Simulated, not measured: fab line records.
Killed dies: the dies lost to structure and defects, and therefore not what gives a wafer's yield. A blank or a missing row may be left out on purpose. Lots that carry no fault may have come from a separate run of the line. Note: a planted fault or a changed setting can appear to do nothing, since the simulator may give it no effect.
Chamber matching -- flow nand_harc -- 4 sister chambers for NHARC_A_CHANNEL_FILL_D1_ALD_02 on ald_hk-04
The step deposits SiO2, target thk 6 nm, pulse time 10 s, ald cycles 60. 8 wafers are shown with their chamber, then 7 later ones without.

EACH WAFER AND ITS CHAMBER
wafer,chamber,heater_power_w (W),precursor_pulse_height_rel
L079.4,2,474,0.973
L083.2,2,457,0.988
L083.6,3,451,0.962
L092.1,1,482,0.989
L092.2,3,458,0.998
L092.4,0,597,0.998
L094.1,0,581,1.011
L094.4,1,479,0.970

WAFERS WITH NO CHAMBER GIVEN
wafer,heater_power_w (W),precursor_pulse_height_rel
L094.5,468,0.976
L096.1,461,0.976
L096.2,472,1.005
L096.3,446,1.012
L097.1,586,0.968
L097.5,593,0.966
L097.6,463,0.967

EACH ONE'S CHAMBER
wafer,from the rows above,in truth
L094.5,can't be placed: 2 or 1 or 3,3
L096.1,can't be placed: 2 or 3 or 1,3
L096.2,can't be placed: 2 or 1 or 3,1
L096.3,can't be placed: 3 or 2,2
L097.1,0,0
L097.5,0,0
L097.6,can't be placed: 2 or 3 or 1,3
Placed correctly: 2 of 7. Can't be placed from these rows: 5 (the true chamber is among the candidates in 5). Placed wrongly: 0.
How it was worked out, from the rows above alone: a wafer's distance from a chamber is the root of the sum, over the readings, of the square of ((its reading less the chamber's mean) divided by the reading's scatter). The wafer belongs to the nearest chamber; if the next one is less than 2 further off, it can't be placed. Each chamber's mean is taken over the wafers shown for it. The scatter: the root of (the sum of the squares of (reading less its chamber's mean) over the shown wafers, divided by (wafers less chambers)).
